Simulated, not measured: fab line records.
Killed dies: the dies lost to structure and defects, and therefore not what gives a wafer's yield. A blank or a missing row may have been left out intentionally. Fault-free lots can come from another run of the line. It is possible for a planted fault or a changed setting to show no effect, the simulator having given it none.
A struck lot beside a sound one -- flow nand harc -- 15 steps out of a route of 1302
Sound: these wafers, L572.1, L572.2, L572.4. Wafers struck: L568.1, L568.3, L568.6. At the end, the cause is stated.
For every step that has rows: the tool of each side, followed by ch and its chambers, followed by its first start. Under that, the readings that differ: sound wafers -- struck wafers -- difference of the means -- sigmas: that difference in standard deviations of wafers without a fault.
alike: same words and numbers on both sides, and readings whose means sit less than 2 such deviations apart. not compared: any withheld reading, any reading some wafer has no value for, any bound like >300 that may hide the same value, and any number with overlapping values for which the record gives no deviation.
Wherever a step has rows on one side only, a row that says differs or no value, or a row with sigmas, the two part there. Numbers that have no deviation but don't overlap get no sigmas and don't part them. Lack of a reading on every wafer of one side parts them only where that side has two or more wafers.

first, 3 steps without rows for these wafers: NHARC_A_CHANNEL_HOLE_D1_STRIP_41 (strips in N2/H2); NHARC_A_CHANNEL_HOLE_D1_STRIP_42 (strips in CF4/CHF3); NHARC_A_CHANNEL_HOLE_D1_STRIP_43 (strips in O2/COS).
NHARC_A_CHANNEL_HOLE_D1_ETCH_44: etches the open film in CF4/O2, target depth 140 nm, overetch 14 nm, time 77 s.
  sound on rie diel-01 ch 1,2,3, day 16 16:43; struck on rie diel-03 ch 0,2,3, day 14 18:34
  alike: chamber pressure mTorr, drypump motor current A, oes product au, rf vpp V, showerhead plenum p Torr, throttle valve pct
  not compared: rf hours counter h
NHARC_A_CHANNEL_HOLE_D1_STRIP_27: strips in O2.
  sound: rie diel-01 ch 1,2,3; struck: rie diel-03 ch 0,3
  alike: chamber pressure mTorr, drypump motor current A, oes product au, rf vpp V, showerhead plenum p Torr, throttle valve pct
  not compared: rf hours counter h
then, 2 steps without rows for these wafers: NHARC_A_CHANNEL_HOLE_D1_PRECLEAN_28 (cleans in SC1); NHARC_A_CHANNEL_HOLE_D1_SRD_29.
NHARC_A_CHANNEL_HOLE_D1_CD_MEAS_30:
  struck on cd sem-01, day 14 19:22; sound on cd sem-01, day 16 17:31
  alike: cd nm
NHARC_A_CHANNEL_HOLE_D1_XSEM_31:
  sound on xsem-02 ch 0, day 16 17:36; struck on xsem-01 ch 0, day 14 19:26
reading,sound,struck,difference,sigmas
bow nm (nm),8.46 8.46 8.39,9.11 9.09 9.17,+0.69,+2
  alike: bot cd nm, tilt deg
NHARC_A_CHANNEL_HOLE_D1_INSPECT_40:
  struck on defect inspect-01, day 14 19:32; sound on defect inspect-02, day 16 17:42
  alike: raw defect count
then, 2 steps without rows for these wafers: NHARC_A_CHANNEL_FILL_D1_PRECLEAN_00 (cleans in SC1); NHARC_A_CHANNEL_FILL_D1_SRD_01.
NHARC_A_CHANNEL_FILL_D1_ALD_02: deposits SiO2, target thk 6 nm, pulse time 10 s, ald cycles 60.
  sound on ald hk-02 ch 0,2,3, day 16 17:53; struck on ald hk-01 ch 0,3, day 14 19:44
reading,sound,struck,difference,sigmas
ald cycles,60 60 60,67 67 67,+7,
  alike: heater power w, precursor pulse height rel
NHARC_A_CHANNEL_FILL_D1_ALD_03: deposits SiNx, target thk 6 nm, pulse time 60 s, ald cycles 58.
  sound: ald sin batch-01 ch 0; struck: ald sin batch-01 ch 0
  alike: ald cycles, chamber pressure Torr, precursor pulse height rel
-- record jumps: 16 days between struck wafers' starts before vs after; left off in module A_CHANNEL_FILL_D1, resumes in module END, first step shown is number 1302 of the route --
NHARC_END_SORT_01:
  sound on prober-02 ch 0, day 31 23:58; struck on prober-02 ch 0, day 30 08:56
reading,sound,struck,difference,sigmas
killed at periphery,2 2 0,11 7 12,+9,+3
  alike: killed at array, killed at other, killed dies, killed open, killed short

WHERE THEY PART
Last at NHARC_END_SORT_01 as far as this record goes, first at NHARC_A_CHANNEL_HOLE_D1_XSEM_31.

WHY: the cause the simulator had injected
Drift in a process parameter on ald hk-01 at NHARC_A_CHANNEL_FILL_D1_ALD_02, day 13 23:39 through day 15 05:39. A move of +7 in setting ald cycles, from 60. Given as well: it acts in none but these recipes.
